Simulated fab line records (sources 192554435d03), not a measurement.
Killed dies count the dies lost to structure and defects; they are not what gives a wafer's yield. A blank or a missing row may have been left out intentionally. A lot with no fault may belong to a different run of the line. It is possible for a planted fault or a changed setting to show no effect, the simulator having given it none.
A struck lot beside a sound one + flow n5-finfet + 15 steps out of a route of 1938
Sound: the wafers L299.1, L299.2, L299.5. Struck: wafer L308.3. (L308.1 of the same lot was not struck and is left out.) The cause comes at the end.
Per side, at each step with rows, come the tool, then ch with its chambers, and then its first start. Under that, the readings that differ: sound wafers + struck wafers + difference of the means + sigmas: that difference in standard deviations of wafers without a fault.
alike: a reading whose means differ by less than 2 such deviations, as well as words and numbers matching on both sides. not compared: withheld readings; readings where some wafer has no value; bounds like >300 that might hide an equal value; numbers whose values overlap and for which the record gives no deviation.
A row with sigmas, a row that says differs or no value, or rows on one side alone: a step with any of these is where the two part. When numbers do not overlap yet have no deviation, they are printed without sigmas and do not part them. A reading missing from all wafers of one side parts the sides only when that side holds two or more wafers.

N5_BEOL_M13_TRENCH_ETCH_34: etches SiOC in C4F8/O2/Ar, target depth 413.47 nm, time 162.6 s.
  sound on rie-diel-01 ch 2,3, day 13 17:33; struck on rie-diel-04 ch 1, day 16 19:17
  alike: drypump-motor-current-A, oes-product-au, rf-vpp-V, showerhead-plenum-p-Torr, throttle-valve-pct
  not compared: rf-hours-counter-h
then, 1 step without rows for these wafers: N5_BEOL_M13_STRIP_70 (strips in C4F8/O2/Ar).
N5_BEOL_M13_OCD_MEAS_35:
  sound: ocd-02 at day 13 17:44; struck: ocd-02 at day 16 19:28
  alike: trench-depth-nm
N5_BEOL_M13_STRIP_37: strips in N2/H2.
  sound on plasma-asher-01 ch 0,1, day 13 17:47; struck on plasma-asher-01 ch 1, day 16 19:31
  alike: drypump-motor-current-A, heater-power-w, oes-product-au
  not compared: rf-hours-counter-h
then, 4 steps without rows for these wafers: N5_BEOL_M13_ETCH_38 (etches SiCN in CF4/N2, target depth 67.5 nm, time 71.9 s); N5_BEOL_M13_PRECLEAN_39 (cleans in residue remover, time 60 s); N5_BEOL_M13_SRD_40 (time 30 s, dry time 30 s); N5_BEOL_M13_DEGAS_41 (time 60 s).
N5_BEOL_M13_PRE_CLEAN_42: time 30 s.
  sound: pvd-sputter-03 at day 13 20:47; struck: pvd-sputter-02 at day 16 20:07
  alike: heater-power-w
then, 1 step without rows for these wafers: N5_BEOL_M13_SPUTTER_43 (material TaN, target thk 15 nm, time 24.19 s).
N5_BEOL_M13_SPUTTER_44: material Ta, target thk 10 nm, time 16.13 s.
  sound: pvd-sputter-03 at day 13 20:54; struck: pvd-sputter-02 at day 16 20:14
  alike: substrate-temp-c, throttle-valve-pct
then, 1 step without rows for these wafers: N5_BEOL_M13_SPUTTER_45 (material Cu, target thk 80 nm, time 13.33 s).
N5_BEOL_M13_ECD_47: material Cu, target thk 936 nm.
  sound on ecd-cu-02 ch 0,1, day 13 21:06; struck on ecd-cu-01 ch 1, day 16 20:26
| reading                                 | sound             | struck | difference | sigmas |
|-----------------------------------------|-------------------|--------|------------|--------|
| model.Cu_of_BEOL_M13_ECD_47.thk-nm (nm) | 943.8 947.6 941.6 | 1652   | +708       |        |
N5_BEOL_M13_ANNEAL_48: time 90 s.
  sound on rtp-anneal-02 ch 0, day 13 21:16; struck on rtp-anneal-01 ch 0, day 16 20:37
  alike: wafer_temp_C_max
N5_PASSIVATION_PROBE_49:
  the record holds rows for the sound wafers here (prober-01, day 15 09:28) but none for the struck ones

== WHERE THEY PART ==
Only at N5_PASSIVATION_PROBE_49, as far as this record shows.

WHY: the cause the simulator had injected
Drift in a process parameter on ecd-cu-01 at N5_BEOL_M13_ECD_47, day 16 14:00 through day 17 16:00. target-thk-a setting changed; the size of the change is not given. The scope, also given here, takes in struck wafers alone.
